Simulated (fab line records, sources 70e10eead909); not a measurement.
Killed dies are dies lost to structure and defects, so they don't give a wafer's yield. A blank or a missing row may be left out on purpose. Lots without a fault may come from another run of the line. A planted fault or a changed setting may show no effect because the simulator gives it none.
Chamber matching | flow nand_harc | NHARC_P_M1_PRE_CLEAN_32 on pecvd-01: 3 sister chambers
The step time 12 s. 3 wafers are shown with their chamber, then 11 later ones without.

WAFERS WITH THEIR CHAMBER
wafer  | chamber | heater_power_w (W)
L085.4 | 0       | 695
L085.6 | 1       | 556
L087.1 | 2       | 773

WAFERS WITHOUT THEIR CHAMBER
wafer  | heater_power_w (W)
L087.2 | 505
L087.4 | 755
L086.2 | 721
L086.4 | 752
L086.6 | 549
L091.1 | 691
L091.2 | 706
L091.3 | 527
L097.1 | 542
L097.2 | 615
L097.4 | 539

WHICH CHAMBER EACH WENT THROUGH
wafer  | from the rows above     | in truth
L087.2 | 1                       | 1
L087.4 | can't be placed: 2 or 0 | 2
L086.2 | can't be placed: 0 or 2 | 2
L086.4 | can't be placed: 2 or 0 | 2
L086.6 | 1                       | 1
L091.1 | 0                       | 0
L091.2 | can't be placed: 0 or 2 | 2
L091.3 | 1                       | 1
L097.1 | 1                       | 1
L097.2 | can't be placed: 1 or 0 | 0
L097.4 | 1                       | 1
Placed correctly: 6 of 11. Can't be placed from these rows: 5 (the true chamber is among the candidates in 5). Placed wrongly: 0.
How it was worked out, from the rows above alone: a wafer's distance from a chamber is the root of the sum, over the readings, of the square of ((its reading less the chamber's mean) divided by the reading's scatter). The wafer belongs to the nearest chamber; if the next one is less than 2 further off, it can't be placed. A chamber's mean is the mean of its shown wafers. The scatter: with one shown wafer a chamber, the root of the mean of the squares of how far each hidden wafer lies from its nearest shown one.
